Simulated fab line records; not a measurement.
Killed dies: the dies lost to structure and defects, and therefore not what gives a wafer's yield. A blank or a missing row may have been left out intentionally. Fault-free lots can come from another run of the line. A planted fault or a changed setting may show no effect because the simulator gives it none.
Split-lot study    flow n5 finfet    39 wafers read across 7 lots, on a route 1938 steps long

THE SPLIT
At N5_MOL_CONTACT_COAG_IMPLANT_129, the setting energy kev was moved away from the recipe's 3 on 15 of the 39 wafers read, by -31.7% to +21.4%. All remaining wafers had this setting at the recipe value.

Reading taken at the split's own step.

THE READING
implant.drp nm (the simulator's own value, which no gauge read), in nm, at N5_MOL_CONTACT_COAG_IMPLANT_129. There is no usual value for it anywhere in the file.

wafer   tool, chamber at the split  energy kev as run  against the recipe  implant.drp nm, nm  against lot-mates on the recipe
L075.1  implanter-01, 0             3                  recipe              2.134               -
L075.2  implanter-01, 0             3                  recipe              2.134               -
L075.6  implanter-01, 0             3                  recipe              2.134               -
L075.3  implanter-01, 0             2.071              -31.0%              1.699               -0.435
L075.4  implanter-01, 0             2.071              -31.0%              1.699               -0.435
L075.5  implanter-01, 0             2.071              -31.0%              1.699               -0.435
L086.1  implanter-01, 0             3                  recipe              2.134               -
L086.4  implanter-01, 0             3                  recipe              2.134               -
L086.5  implanter-01, 0             3                  recipe              2.134               -
L086.2  implanter-01, 0             3.641              +21.4%              2.407               +0.273
L086.3  implanter-01, 0             3.641              +21.4%              2.407               +0.273
L086.6  implanter-01, 0             3.641              +21.4%              2.407               +0.273
L089.1  implanter-02, 0             2.048              -31.7%              1.687               -0.447
L089.5  implanter-02, 0             2.048              -31.7%              1.687               -0.447
L089.6  implanter-02, 0             2.048              -31.7%              1.687               -0.447
L089.2  implanter-02, 0             3                  recipe              2.134               -
L089.3  implanter-02, 0             3                  recipe              2.134               -
L089.4  implanter-02, 0             3                  recipe              2.134               -
L091.1  implanter-01, 0             3                  recipe              2.134               -
L091.4  implanter-01, 0             3                  recipe              2.134               -
L091.6  implanter-01, 0             3                  recipe              2.134               -
L093.1  implanter-01, 0             3                  recipe              2.134               -
L093.4  implanter-01, 0             3                  recipe              2.134               -
L093.6  implanter-01, 0             3                  recipe              2.134               -
L093.2  implanter-01, 0             3.303              +10.1%              2.265               +0.131
L093.3  implanter-01, 0             3.303              +10.1%              2.265               +0.131
L093.5  implanter-01, 0             3.303              +10.1%              2.265               +0.131
L095.1  implanter-01, 0             3                  recipe              2.134               -
L095.2  implanter-01, 0             3                  recipe              2.134               -
L095.3  implanter-01, 0             3                  recipe              2.134               -
L095.4  implanter-01, 0             3                  recipe              2.134               -
L095.5  implanter-01, 0             3                  recipe              2.134               -
L095.6  implanter-01, 0             3                  recipe              2.134               -
L097.1  implanter-02, 0             3.48               +16.0%              2.34                +0.206
L097.2  implanter-02, 0             3.48               +16.0%              2.34                +0.206
L097.4  implanter-02, 0             3.48               +16.0%              2.34                +0.206
L097.3  implanter-02, 0             3                  recipe              2.134               -
L097.5  implanter-02, 0             3                  recipe              2.134               -
L097.6  implanter-02, 0             3                  recipe              2.134               -

THE FIT
A straight line over all 39 wafers: implant.drp nm changes by +0.0137 nm for each +1% of energy kev; r = +1.00; the points scatter about the line by 0.0068 nm.
The same after taking each lot's own level away (the mean of its wafers on the recipe; 39 wafers): +0.0137 nm for each +1%; r = +1.00; scatter 0.0068 nm.
According to that fit, moving energy kev by its largest amount changes the reading by 0.43 nm.
The lots' own levels span 2.1340 to 2.1340 nm.
The two slopes agree, so the slope changes little with the lot-to-lot level.
Check: -0.438 nm against its lot-mates is what the line predicts for one of the wafers moved furthest among these (-31.7%) when that wafer is left out of the fit. Against them it came out at -0.447 nm.

ADDITIONAL SPLITS CARRIED BY THESE WAFERS
Before the reading, these wafers also passed through other splits. Each is held against what the fit with the lots' levels taken away leaves over:
other split on the same wafers  wafers away from the commonest value  r with implant.drp nm (lot level and that fit taken away)
N5_WELL_APT_EXPOSE_05 dose mj   18                                    -0.07
N5_DUMMY_GATE_ETCH_42 bias w    15                                    -0.30
N5_SD_EPI_N_EPI_21 temp c       18                                    -0.01

THE WHOLE CHAIN: every reading that the file lists as answering this split, in the file's order
step                             what it does  reading                                                          change (the file's fit)                 r (the file's)
N5_MOL_CONTACT_COAG_IMPLANT_129                implant.rp nm (the simulator's own value, which no gauge read)   +0.0354 nm for each +1% of the setting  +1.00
N5_MOL_CONTACT_COAG_IMPLANT_129                implant.drp nm (the simulator's own value, which no gauge read)  +0.0137 nm for each +1% of the setting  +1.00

THE FILE'S OWN FIT
implant.drp nm changes by +0.0137 nm for each +1% of energy kev, r = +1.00.
